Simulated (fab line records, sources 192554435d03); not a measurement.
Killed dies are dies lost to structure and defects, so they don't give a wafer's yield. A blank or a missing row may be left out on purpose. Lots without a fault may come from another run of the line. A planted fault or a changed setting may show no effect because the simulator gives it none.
Split-lot experiment | flow n5_finfet | 7 lots, 39 wafers read, on a route of 1938 steps

THE SPLIT
At N5_BEOL_M5_VIA_ETCH_34 (etches SiCOH lowk in C4F6/O2, target depth 88.3 nm, time 39.2 s), the setting target_depth_a was moved away from the recipe's 883 angstrom on 12 of the 39 wafers read, by -50.3% to +25.9%. The other wafers ran this setting at the recipe's value.

The reading is taken at the split's own step.

THE READING
SOC_of_BEOL_M5_COAT_65.thk_nm (the simulator's own value, which no gauge read), in nm, at N5_BEOL_M5_VIA_ETCH_34 (etches SiCOH lowk in C4F6/O2, target depth 88.3 nm, time 39.2 s). The file gives no usual value for it. The 27 wafers here that ran the recipe average 55.9 nm, standard deviation 0.2 nm.

wafer  | tool, chamber at the split | target_depth_a as run, angstrom | against the recipe | SOC_of_BEOL_M5_COAT_65.thk_nm, nm | against lot-mates on the recipe
L074.1 | rie_diel-03, 1             | 883                             | recipe             | 55.8                              | -
L074.2 | rie_diel-03, 3             | 883                             | recipe             | 55.8                              | -
L074.6 | rie_diel-03, 0             | 883                             | recipe             | 55.8                              | -
L075.1 | rie_diel-03, 0             | 883                             | recipe             | 56.2                              | -
L075.2 | rie_diel-03, 2             | 883                             | recipe             | 55.8                              | -
L075.3 | rie_diel-03, 1             | 883                             | recipe             | 55.8                              | -
L075.4 | rie_diel-03, 3             | 883                             | recipe             | 56                                | -
L075.5 | rie_diel-03, 2             | 883                             | recipe             | 56                                | -
L075.6 | rie_diel-03, 1             | 883                             | recipe             | 55.6                              | -
L076.1 | rie_diel-04, 0             | 438.9                           | -50.3%             | 58.2                              | +2.1
L076.2 | rie_diel-04, 3             | 438.9                           | -50.3%             | 58.4                              | +2.3
L076.3 | rie_diel-04, 1             | 883                             | recipe             | 56                                | -
L076.4 | rie_diel-04, 2             | 883                             | recipe             | 56.2                              | -
L076.5 | rie_diel-04, 1             | 883                             | recipe             | 56.2                              | -
L076.6 | rie_diel-04, 2             | 438.9                           | -50.3%             | 58                                | +1.9
L080.1 | rie_diel-02, 0             | 883                             | recipe             | 56.2                              | -
L080.2 | rie_diel-02, 2             | 883                             | recipe             | 56                                | -
L080.3 | rie_diel-02, 3             | 883                             | recipe             | 56                                | -
L080.4 | rie_diel-02, 0             | 1112                            | +25.9%             | 54.8                              | -1.3
L080.5 | rie_diel-02, 2             | 1112                            | +25.9%             | 55                                | -1.1
L080.6 | rie_diel-02, 3             | 1112                            | +25.9%             | 55                                | -1.1
L085.1 | rie_diel-02, 3             | 570.6                           | -35.4%             | 57.8                              | +1.7
L085.2 | rie_diel-02, 2             | 570.6                           | -35.4%             | 57.4                              | +1.3
L085.3 | rie_diel-02, 0             | 883                             | recipe             | 56                                | -
L085.4 | rie_diel-02, 1             | 570.6                           | -35.4%             | 57.6                              | +1.5
L085.5 | rie_diel-02, 2             | 883                             | recipe             | 56.2                              | -
L085.6 | rie_diel-02, 3             | 883                             | recipe             | 56                                | -
L093.1 | rie_diel-03, 2             | 883                             | recipe             | 55.6                              | -
L093.2 | rie_diel-03, 3             | 581.2                           | -34.2%             | 57.2                              | +1.5
L093.3 | rie_diel-03, 0             | 883                             | recipe             | 55.6                              | -
L093.4 | rie_diel-03, 1             | 581.2                           | -34.2%             | 57.2                              | +1.5
L093.5 | rie_diel-03, 3             | 581.2                           | -34.2%             | 57.2                              | +1.5
L093.6 | rie_diel-03, 2             | 883                             | recipe             | 55.8                              | -
L095.1 | rie_diel-04, 3             | 883                             | recipe             | 56                                | -
L095.2 | rie_diel-04, 2             | 883                             | recipe             | 56.2                              | -
L095.3 | rie_diel-04, 1             | 883                             | recipe             | 55.6                              | -
L095.4 | rie_diel-04, 3             | 883                             | recipe             | 55.8                              | -
L095.5 | rie_diel-04, 2             | 883                             | recipe             | 56                                | -
L095.6 | rie_diel-04, 1             | 883                             | recipe             | 55.8                              | -

THE FIT
A straight line over all 39 wafers: SOC_of_BEOL_M5_COAT_65.thk_nm changes by -0.043 nm for each +1% of target_depth_a; r = -0.97; the points scatter about the line by 0.2 nm.
The same after taking each lot's own level away (the mean of its wafers on the recipe; 39 wafers): -0.0427 nm for each +1%; r = -0.99; scatter 0.14 nm.
On that fit, the largest move of target_depth_a shifts the reading by 2.1 nm.
The lots' own levels span 55.67 to 56.13 nm, that is 2.4 times the standard deviation above.
So the lot-to-lot level changes the slope little: the two slopes agree.
Check: with one of the wafers moved furthest among these (-50.3%) left out of the fit, the line predicts +2.16 nm for it against its lot-mates. It came out at +2.07 nm against them.

OTHER SPLITS ON THESE WAFERS
These wafers also went through other splits before the reading. Each is held against what the fit with the lots' levels taken away leaves over:
other split on the same wafers | wafers away from the commonest value | r with SOC_of_BEOL_M5_COAT_65.thk_nm (lot level and that fit taken away)
N5_BEOL_M3_VIA_ETCH_34 time_s  | 18                                   | +0.10

THE WHOLE CHAIN: every reading that the file lists as answering this split, in the file's order
step                   | what it does                                                    | reading                                                                        | change (the file's fit)                | r (the file's)
N5_BEOL_M5_VIA_ETCH_34 | etches SiCOH lowk in C4F6/O2, target depth 88.3 nm, time 39.2 s | etch.depth_nm (the simulator's own value, which no gauge read)                 | +0.878 nm for each +1% of the setting  | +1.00
N5_BEOL_M5_VIA_ETCH_34 | etches SiCOH lowk in C4F6/O2, target depth 88.3 nm, time 39.2 s | SOC_of_BEOL_M5_COAT_65.thk_nm (the simulator's own value, which no gauge read) | -0.0427 nm for each +1% of the setting | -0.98

THE FILE'S OWN FIT
SOC_of_BEOL_M5_COAT_65.thk_nm changes by -0.0427 nm for each +1% of target_depth_a, r = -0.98.
